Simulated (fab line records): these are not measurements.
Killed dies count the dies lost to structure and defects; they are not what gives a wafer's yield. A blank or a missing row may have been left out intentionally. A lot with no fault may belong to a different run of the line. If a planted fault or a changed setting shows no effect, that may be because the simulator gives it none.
fab line records	flow nandHarc
record: lots: 7	wafers: 20	lastDay: 24
route steps=1159 shown A_SGD_CUT@750 END@1159
lots untouched by any fault: they come from a run of this same line in which no faults occurred
startH: start of the lot's first displayed wafer, in hours after the record's first day	waitH: hours since the lot's step before	" the same as in the row above	L1.1+2: a single row standing in for several wafers	- no value, or no start given	* or withheld: withheld	< > ~ a bound
route shown NAME@n: a module of which the file shows steps, and the number in the route of the first	usual: mean/standard deviation of fault-free wafers	same: alike in all rows	chamber/n: place in a boat	sites: the reading at each site	_std_site: the standard deviation of these	_edge_site: outer sites' mean less inner sites'	radiusMm: for every site, how far away it sits from the centre of the wafer	mask NAME#n: copy n	behind: tool/chamber where the wafer was last shaped	hold: why the lot was held/for how many hours/how that ended	device: the transistor (n, p or np) that didn't switch	end of line: the route-end tests of the same wafers	where a step has no rows: the recipe by itself	killed: dies lost to structure and defects at the first sort, not the wafer's yield	map: a wafer's dies, x killed, . not, _ none there
set.NAME: the setting as run; set.NAME@STEP: as run at that earlier step	model.NAME: the simulator's own value behind a step, which no gauge read
a table for each step, a row for each wafer; lots at some steps of the route
services: a tool's chamber out of use, with start hour (startH, from the record's first day; less than 0 if before it), hours out, and reason
== steps ==
step: NHARC_A_SGD_CUT_COAT_56
recipe: tempC: 260	timeS: 75
step: NHARC_A_SGD_CUT_COAT_57
recipe: tempC: 225	timeS: 65
step: NHARC_A_SGD_CUT_COAT_03
recipe: spinRpm: 1500	resistThkNm: 90
step: NHARC_A_SGD_CUT_SOFTBAKE_04
recipe: tempC: 105	timeS: 55
step: NHARC_A_SGD_CUT_EBR_05
step: NHARC_A_SGD_CUT_EXPOSE_06
recipe: na: 1.35	doseMj: 85.59	maskId: SGD
step: NHARC_A_SGD_CUT_PEB_07
recipe: pebTempC: 100	pebTimeS: 65
step: NHARC_A_SGD_CUT_DEVELOP_08
recipe: developTimeS: 35	devTempC: 23
step: NHARC_A_SGD_CUT_CD_MEAS_09
recipe: targetCdNm: 100	landingEnergyEv: 500
usual: cdNm: 100.2/0.66
lot.wafer	tool	chamber	startH	waitH	cdNm
L951.1	cdSem-01	0	325.71	-	99.4
L951.3	"	0	"	"	100.8
L951.4	"	0	"	"	100.3
L950.2	cdSem-02	0	327.73	-	100.6
L950.5	"	0	"	"	101.2
L950.6	"	0	"	"	100.7
L956.3	cdSem-03	0	360.59	-	100.2
L956.4	"	0	"	"	101.3
L956.6	"	0	"	"	100.8
L959.3	cdSem-01	0	398.92	-	100.1
L959.4	"	0	"	"	99.8
L959.5	"	0	"	"	100.5
L958.3	cdSem-03	0	399.07	-	100.1
L958.5	"	0	"	"	100.1
L965.3	cdSem-02	0	405.52	-	101.5
L965.4	"	0	"	"	100.2
L965.5	"	0	"	"	100.1
L969.3	cdSem-03	0	427.55	-	99.5
L969.4	"	0	"	"	100.7
L969.5	"	0	"	"	99.9
step: NHARC_A_SGD_CUT_OVL_MEAS_10
usual: overlayXNm: 0.1/0.79	overlayYNm: -0.1/0.78
lot.wafer	tool	chamber	startH	waitH	overlayXNm	overlayYNm
L951.1	overlay-02	-	325.80	-	0.4	-0.5
L951.3	"	-	"	"	0.1	0.4
L951.4	"	-	"	"	-0.3	0.2
L950.2	overlay-01	-	327.81	-	0.2	-0.6
L950.5	"	-	"	"	0.8	-0.8
L950.6	"	-	"	"	0.6	-0.8
L956.3	overlay-01	-	360.67	-	-0.5	-0.6
L956.4	"	-	"	"	-0.7	-0.2
L956.6	"	-	"	"	-1.0	0.8
L959.3	overlay-01	-	399.01	-	-1.4	-0.3
L959.4	"	-	"	"	-0.5	-0.2
L959.5	"	-	"	"	-0.7	-0.2
L958.3	overlay-02	-	399.16	-	0.5	0.6
L958.5	"	-	"	"	1.0	0.0
L965.3	overlay-01	-	405.60	-	-0.1	1.3
L965.4	"	-	"	"	-0.1	1.1
L965.5	"	-	"	"	-0.2	1.4
L969.3	overlay-01	-	427.63	-	-0.3	0.3
L969.4	"	-	"	"	-0.4	-0.4
L969.5	"	-	"	"	-0.1	-0.1
step: NHARC_A_SGD_CUT_INSPECT_11
usual: rawDefectCount: 17/7.9
lot.wafer	tool	chamber	startH	waitH	rawDefectCount
L951.1	defectInspect-01	-	325.83	0.0	20
L951.3	"	-	"	"	14
L951.4	"	-	"	"	23
L950.2	defectInspect-02	-	327.85	0.0	11
L950.5	"	-	"	"	8
L950.6	"	-	"	"	10
L956.3	defectInspect-02	-	360.72	0.1	27
L956.4	"	-	"	"	15
L956.6	"	-	"	"	24
L959.3	defectInspect-02	-	399.04	0.0	9
L959.4	"	-	"	"	9
L959.5	"	-	"	"	7
L958.3	defectInspect-01	-	399.20	0.0	36
L958.5	"	-	"	"	23
L965.3	defectInspect-02	-	405.65	0.0	24
L965.4	"	-	"	"	24
L965.5	"	-	"	"	25
L969.3	defectInspect-01	-	427.67	0.0	19
L969.4	"	-	"	"	15
L969.5	"	-	"	"	17
step: NHARC_A_SGD_CUT_DESCUM_14
recipe: timeS: 3	o2FlowSccm: 200	arFlowSccm: 0	biasPowerW: 0	chemistry: O2
usual: drypumpMotorCurrentA: 5.71/0.25	oesProductAu: 1.002/0.016	rfVppV: 57.8/0.98	showerheadPlenumPTorr: 1.90/0.087	throttleValvePct: 11.310/0.0093
lot.wafer	tool	chamber	startH	waitH	drypumpMotorCurrentA	oesProductAu	rfHoursCounterH	rfVppV	showerheadPlenumPTorr	throttleValvePct
L951.3	rieDiel-04	2	325.90	0.1	5.25	1.013	1	58.1	1.89	11.304
L951.4	"	0	"	"	5.65	0.997	1	56.7	2.00	11.290
L951.1	"	1	"	"	5.73	0.996	1	58.1	1.78	11.307
L950.2	rieDiel-04	3	327.93	0.1	5.69	1.019	2	58.2	2.04	11.325
L950.6	"	1	"	"	5.69	1.003	-	56.0	1.78	11.306
L950.5	"	2	"	"	5.25	1.018	-	57.6	1.89	11.318
L956.4	rieDiel-04	2	360.78	0.1	5.25	1.028	4	59.9	1.89	11.309
L956.3	"	0	"	"	5.61	0.997	4	57.2	2.00	11.317
L956.6	"	3	"	"	5.69	1.009	-	58.7	2.03	11.282
L959.3	rieDiel-04	1	399.11	0.1	5.70	1.007	7	58.0	1.78	11.331
L959.4	"	0	"	"	5.67	1.012	-	58.8	2.00	11.320
L959.5	"	1	"	"	5.71	1.003	-	58.8	1.78	11.310
L958.3	rieDiel-04	1	399.28	0.1	5.69	1.014	7	57.8	1.78	11.311
L958.5	"	2	"	"	5.25	1.043	-	58.6	1.89	11.304
L965.3	rieDiel-03	2	405.72	0.1	5.87	1.013	0	59.4	1.94	11.308
L965.4	"	3	"	"	6.06	1.008	0	58.0	1.92	11.304
L965.5	"	1	"	"	5.99	1.010	-	57.7	1.85	11.309
L969.4	rieDiel-03	1	427.73	0.1	5.99	0.997	3	56.9	1.85	11.317
L969.3	"	3	"	"	6.04	0.996	2	56.4	1.92	11.293
L969.5	"	2	"	"	5.87	1.007	-	60.0	1.94	11.314
step: NHARC_A_SGD_CUT_ETCH_58
recipe: targetDepthA: 390	overEtchFrac: 0.3	timeS: 65	ionEnergyEv: 80	cf4FlowSccm: 150	arFlowSccm: 0	rfW: 300	biasW: 100	chemistry: CF4
usual: drypumpMotorCurrentA: 5.69/0.25	oesProductAu: 1.000/0.014	rfVppV: 151.1/1.3	runLengthS: 86.3/0.52	showerheadPlenumPTorr: 1.75/0.073	throttleValvePct: 13.283/0.0087
lot.wafer	tool	chamber	startH	waitH	drypumpMotorCurrentA	oesProductAu	rfHoursCounterH	rfVppV	runLengthS	showerheadPlenumPTorr	throttleValvePct
L951.3	rieDiel-04	3	325.98	0.1	5.68	1.010	1	152.3	87.2	1.87	13.310
L951.1	"	1	"	"	5.68	0.996	1	149.0	86.4	1.66	13.299
L951.4	"	2	"	"	5.26	1.007	1	151.3	87.4	1.75	13.288
L950.2	rieDiel-04	3	328.00	0.1	5.70	1.020	2	153.6	87.5	1.87	13.275
L950.5	"	2	"	"	5.25	1.013	-	151.3	86.7	1.75	13.279
L950.6	"	3	"	"	5.69	1.016	-	153.4	87.1	1.87	13.297
L956.3	rieDiel-04	1	360.88	0.1	5.70	0.998	4	149.3	87.1	1.66	13.307
L956.4	"	2	"	"	5.25	1.024	4	151.6	87.2	1.75	13.279
L956.6	"	2	"	"	5.22	1.025	-	151.4	96.0	1.75	13.290
L959.3	rieDiel-04	1	399.21	0.1	5.70	0.998	7	149.5	86.5	1.66	13.290
L959.5	"	1	"	"	5.71	0.997	-	150.1	96.4	1.66	13.281
L959.4	"	2	"	"	5.24	1.030	-	151.0	86.8	1.75	13.289
L958.3	rieDiel-04	1	399.57	0.3	5.71	1.005	7	149.2	86.9	1.66	13.273
L958.5	"	1	"	"	5.67	0.990	-	148.2	95.9	1.66	13.290
L965.4	rieDiel-03	1	405.79	0.1	5.98	1.002	0	151.6	85.8	1.71	13.273
L965.3	"	2	"	"	5.89	1.002	0	150.8	86.0	1.79	13.284
L965.5	"	2	"	"	5.88	1.008	-	151.3	86.0	1.79	13.289
L969.3	rieDiel-03	2	427.81	0.1	5.87	1.015	3	151.8	86.0	1.79	13.295
L969.4	"	1	"	"	5.98	0.996	3	150.3	85.7	1.71	13.275
L969.5	"	2	"	"	5.85	1.013	-	152.7	85.8	1.79	13.279
step: NHARC_A_SGD_CUT_ETCH_59
recipe: targetDepthA: 2600	overEtchFrac: 0.25	timeS: 406.25	ionEnergyEv: 200	n2FlowSccm: 150	h2FlowSccm: 150	arFlowSccm: 0	rfW: 400	biasW: 150	chemistry: N2/H2
usual: drypumpMotorCurrentA: 5.71/0.25	oesProductAu: 1.002/0.015	rfVppV: 430.1/2.7	runLengthS: 427.6/0.5	showerheadPlenumPTorr: 2.02/0.094	throttleValvePct: 14.171/0.0096
lot.wafer	tool	chamber	startH	waitH	drypumpMotorCurrentA	oesProductAu	rfHoursCounterH	rfVppV	runLengthS	showerheadPlenumPTorr	throttleValvePct
L951.3	rieDiel-04	3	-	-	5.70	1.020	1	432.6	428.3	2.17	14.185
L951.1	"	1	"	"	5.72	0.987	1	427.2	427.9	1.90	14.170
L951.4	"	2	"	"	5.24	1.008	1	429.7	428.1	2.02	14.170
L950.2	rieDiel-04	0	-	-	5.66	1.003	2	432.2	426.8	2.14	14.179
L950.5	"	2	"	"	5.24	1.019	-	429.8	428.1	2.02	14.153
L950.6	"	3	"	"	5.70	1.031	-	435.9	428.0	2.17	14.159
L956.3	rieDiel-04	1	-	-	5.72	0.989	4	427.3	427.9	1.90	14.173
L956.4	"	3	"	"	5.71	1.006	4	433.3	428.1	2.17	14.176
L956.6	"	2	"	"	5.25	1.019	-	430.2	427.8	2.02	14.158
L959.3	rieDiel-04	2	-	-	5.24	1.028	7	431.0	428.0	2.02	14.172
L959.4	"	0	"	"	5.63	1.003	-	434.2	427.2	2.13	14.151
L959.5	"	1	"	"	5.71	0.993	-	426.0	427.6	1.90	14.163
L958.3	rieDiel-04	0	-	-	5.68	1.009	8	433.2	426.7	2.13	14.176
L958.5	"	0	"	"	5.66	1.016	-	432.1	427.0	2.13	14.160
L965.4	rieDiel-03	3	-	-	6.11	1.001	0	433.3	427.7	2.05	14.170
L965.3	"	0	"	"	5.41	0.989	0	427.1	427.6	1.97	14.166
L965.5	"	1	"	"	5.96	0.998	-	427.1	427.3	1.97	14.183
L969.4	rieDiel-03	2	-	-	5.87	0.997	3	431.4	426.7	2.07	14.185
L969.3	"	3	"	"	6.04	1.008	2	432.8	427.2	2.05	14.164
L969.5	"	0	"	"	5.40	0.975	-	428.4	427.9	1.97	14.168
step: NHARC_END_SORT_01
recipe: tempC: 25
usual: killedAtArray: 26/9.1	killedAtOther: 0.7/0.9	killedAtPeriphery: 3.6/2.8	killedDies: 30/9.2	killedOpen: 3.0/1.9	killedShort: 2.0/1.4
same: grossDies: 677
lot.wafer	tool	chamber	startH	waitH	killedAtArray	killedAtOther	killedAtPeriphery	killedDies	killedOpen	killedShort
L951.1	prober-01	0	452.31	2.5	20	0	2	22	4	1
L951.3	prober-01	0	453.91	3.1	15	0	1	16	1	1
L951.4	prober-01	0	454.71	3.4	25	0	2	27	2	5
L950.2	prober-01	0	460.94	2.8	17	1	3	21	0	1
L950.5	prober-01	0	463.37	3.7	18	1	2	21	3	2
L950.6	prober-01	0	464.18	4.1	27	0	3	30	1	1
L956.3	prober-02	0	491.12	3.1	27	2	4	33	2	3
L956.4	prober-02	0	491.91	3.4	16	1	4	21	2	0
L956.6	prober-02	0	493.50	4.0	24	1	1	26	1	2
L959.3	prober-01	0	527.69	3.1	15	0	3	18	4	1
L959.4	prober-01	0	528.49	3.4	14	0	5	19	0	2
L959.5	prober-01	0	529.30	3.7	14	1	4	19	4	3
L958.3	prober-02	0	538.97	3.1	49	1	2	52	1	2
L958.5	prober-02	0	540.58	3.7	45	1	1	47	4	3
L969.3	prober-02	0	578.90	3.1	23	3	10	36	5	1
L969.4	prober-02	0	579.69	3.4	21	0	11	32	2	2
L969.5	prober-02	0	580.49	3.7	22	2	10	34	4	2
killed by level:class
L951.1 A_CHANNEL_HOLE_D1:chamberFilmFlake=11 A_STAIRCASE:chamberFilmFlake=4 P_CONTACT:geometricParticle:short=1 P_CONTACT:geometricParticle:open=1 A_WL_FILL:geometricParticle:open=1 A_BLC:geometricParticle:open=1 A_M0:geometricParticle:open=1 A_ZERO_WELL:chamberFilmFlake=1
L951.3 A_CHANNEL_HOLE_D1:chamberFilmFlake=10 A_ONON_D1:geometricParticle:open=1 A_CHANNEL_HOLE_D1:geometricParticle:short=1 P_GATE:chamberFilmFlake=1 A_SLIT:chamberFilmFlake=1 A_STAIRCASE:chamberFilmFlake=1 A_CONTACT:chamberFilmFlake=1
L951.4 A_CHANNEL_HOLE_D1:chamberFilmFlake=11 A_STAIRCASE:chamberFilmFlake=6 P_CONTACT:geometricParticle:short=1 A_CHANNEL_HOLE_D1:geometricParticle:short=1 A_CONTACT:geometricParticle:short=1 A_CONTACT:geometricParticle:open=1 A_M0:geometricParticle:short=1 A_M0:geometricParticle:open=1
L950.2 A_CHANNEL_HOLE_D1:chamberFilmFlake=6 A_SLIT:chamberFilmFlake=6 P_ZERO_WELL:chamberFilmFlake=2 A_WL_FILL:geometricParticle:short=1 P_GATE:chamberFilmFlake=1 A_STAIRCASE:chamberFilmFlake=1 A_SGD_CUT:chamberFilmFlake=1 A_WL_FILL:chamberFilmFlake=1
L950.5 A_SLIT:chamberFilmFlake=6 A_CHANNEL_HOLE_D1:chamberFilmFlake=4 A_CHANNEL_FILL_D1:geometricParticle:short=2 A_STAIRCASE:chamberFilmFlake=2 A_WL_FILL:chamberFilmFlake=2 P_CONTACT:geometricParticle:open=1 A_M0:geometricParticle:open=1 STARTING-WAFER:geometricParticle:open=1
L950.6 A_SLIT:chamberFilmFlake=13 A_CHANNEL_HOLE_D1:chamberFilmFlake=5 P_ZERO_WELL:chamberFilmFlake=3 A_STAIRCASE:chamberFilmFlake=3 A_CHANNEL_FILL_D1:chamberFilmFlake=2 A_STAIRCASE:geometricParticle:open=1 A_WL_FILL:geometricParticle:short=1 A_CONTACT:chamberFilmFlake=1
L956.3 A_CHANNEL_HOLE_D1:chamberFilmFlake=18 A_STAIRCASE:chamberFilmFlake=4 P_GATE:chamberFilmFlake=2 P_GATE:geometricParticle:short=1 A_CHANNEL_FILL_D1:geometricParticle:open=1 A_SGD_CUT:geometricParticle:short=1 A_M0:geometricParticle:open=1 STARTING-WAFER:geometricParticle:short=1
L956.4 A_CHANNEL_HOLE_D1:chamberFilmFlake=9 A_STAIRCASE:chamberFilmFlake=3 A_CONTACT:chamberFilmFlake=3 P_STI:chamberFilmFlake=2 P_CONTACT:geometricParticle:open=1 A_CONTACT:geometricParticle:open=1 P_GATE:chamberFilmFlake=1 THIN_TSV:chamberFilmFlake=1
L956.6 A_CHANNEL_HOLE_D1:chamberFilmFlake=16 A_STAIRCASE:chamberFilmFlake=3 A_ONON_D1:geometricParticle:open=1 A_ONON_D1:geometricParticle:short=1 A_WL_FILL:geometricParticle:short=1 P_GATE:chamberFilmFlake=1 A_WL_FILL:chamberFilmFlake=1 A_M0:chamberFilmFlake=1
L959.3 A_CHANNEL_HOLE_D1:chamberFilmFlake=5 A_CONTACT:chamberFilmFlake=4 P_M1:chamberFilmFlake=2 P_CONTACT:geometricParticle:open=1 A_CHANNEL_FILL_D1:geometricParticle:short=1 A_SGD_CUT:geometricParticle:open=1 A_CONTACT:geometricParticle:open=1 A_BLC:geometricParticle:open=1
L959.4 A_CHANNEL_HOLE_D1:chamberFilmFlake=6 P_M1:chamberFilmFlake=5 A_CONTACT:chamberFilmFlake=3 A_ONON_D1:geometricParticle:short=1 A_CHANNEL_HOLE_D1:geometricParticle:short=1 A_ZERO_WELL:chamberFilmFlake=1 A_SLIT:chamberFilmFlake=1 A_WL_FILL:chamberFilmFlake=1
L959.5 A_CHANNEL_HOLE_D1:chamberFilmFlake=5 P_M1:chamberFilmFlake=3 A_BLC:geometricParticle:open=2 A_CONTACT:chamberFilmFlake=2 P_GATE:geometricParticle:short=1 A_SOURCE_PLATE:geometricParticle:open=1 A_CHANNEL_HOLE_D1:geometricParticle:short=1 A_WL_FILL:geometricParticle:short=1
L958.3 A_CHANNEL_HOLE_D1:chamberFilmFlake=29 A_SLIT:chamberFilmFlake=9 A_CONTACT:chamberFilmFlake=6 A_STAIRCASE:chamberFilmFlake=2 P_CONTACT:geometricParticle:short=1 A_CHANNEL_FILL_D1:geometricParticle:short=1 A_M1:geometricParticle:open=1 P_STI:chamberFilmFlake=1
L958.5 A_SLIT:chamberFilmFlake=16 A_CHANNEL_HOLE_D1:chamberFilmFlake=12 A_CONTACT:chamberFilmFlake=3 A_WL_FILL:geometricParticle:short=2 A_ZERO_WELL:chamberFilmFlake=2 A_SGD_CUT:chamberFilmFlake=2 A_WL_FILL:chamberFilmFlake=2 A_CHANNEL_HOLE_D1:geometricParticle:open=1
L969.3 A_CHANNEL_HOLE_D1:chamberFilmFlake=11 P_CONTACT:chamberFilmFlake=5 A_CONTACT:chamberFilmFlake=4 P_M2:chamberFilmFlake=3 A_SLIT:chamberFilmFlake=2 THIN_TSV:chamberFilmFlake=2 P_M0:geometricParticle:short=1 A_ONON_D1:geometricParticle:open=1
L969.4 A_CHANNEL_HOLE_D1:chamberFilmFlake=8 A_CONTACT:chamberFilmFlake=7 P_CONTACT:chamberFilmFlake=6 P_M2:chamberFilmFlake=5 A_SOURCE_PLATE:geometricParticle:open=1 A_ONON_D1:geometricParticle:short=1 A_BLC:geometricParticle:open=1 A_M0:geometricParticle:short=1
L969.5 A_CHANNEL_HOLE_D1:chamberFilmFlake=10 A_CONTACT:chamberFilmFlake=6 P_M2:chamberFilmFlake=4 P_CONTACT:chamberFilmFlake=3 P_GATE:geometricParticle:open=2 THIN_TSV:chamberFilmFlake=2 A_SOURCE_PLATE:geometricParticle:short=1 A_WL_FILL:geometricParticle:short=1
== services ==
tool	chamber	startH	hours	kind
rieDiel-04	0	322.40	-	clean
rieDiel-04	1	322.40	-	clean
rieDiel-04	2	322.40	-	clean
rieDiel-04	3	322.40	-	clean
rieDiel-04	0	336.17	4.6	repair
rieDiel-04	0	346.90	-	clean
rieDiel-04	1	346.90	-	clean
rieDiel-04	2	346.90	-	clean
rieDiel-04	3	346.90	-	clean
rieDiel-04	-	350.57	0.4	repair
rieDiel-04	-	357.65	0.2	repair
rieDiel-04	0	371.40	-	clean
rieDiel-04	1	371.40	-	clean
rieDiel-04	2	371.40	-	clean
rieDiel-04	3	371.40	-	clean
rieDiel-04	3	392.19	13.0	repair
rieDiel-03	-	392.37	9.0	pm
rieDiel-04	0	395.90	-	clean
rieDiel-04	1	395.90	-	clean
rieDiel-04	2	395.90	-	clean
rieDiel-04	0	420.40	-	clean
rieDiel-04	1	420.40	-	clean
rieDiel-04	2	420.40	-	clean
rieDiel-04	3	420.40	-	clean
== key ==
firstSign: step: NHARC_A_SGD_CUT_ETCH_58	reading: runLengthS	direction: up	sigmas: 19	usual: *	struck: *
effect none on later readings
metAt NHARC_A_SGD_CUT_ETCH_58
struckWafers L956.6,L958.5,L959.5
testerLeftOut L956,L958,L959
onsetBetween 328.00 360.88
fault: kind: processParameterDrift	tool: rieDiel-04	chamber: -	onsetH: 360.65	steps: NHARC_A_SGD_CUT_ETCH_58	channel: timeS	offset: *	shape: step	endH: 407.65	scope: struckWafersOnly	actsIn: *	stated: *
testerLeftOut: of these lots the tester's yield and bins aren't shown, on N5 and GAA mostly nor the transistor test; their killed dies are dies lost to structure and defects alone, not to doping, threshold or leakage, so they don't give the yield
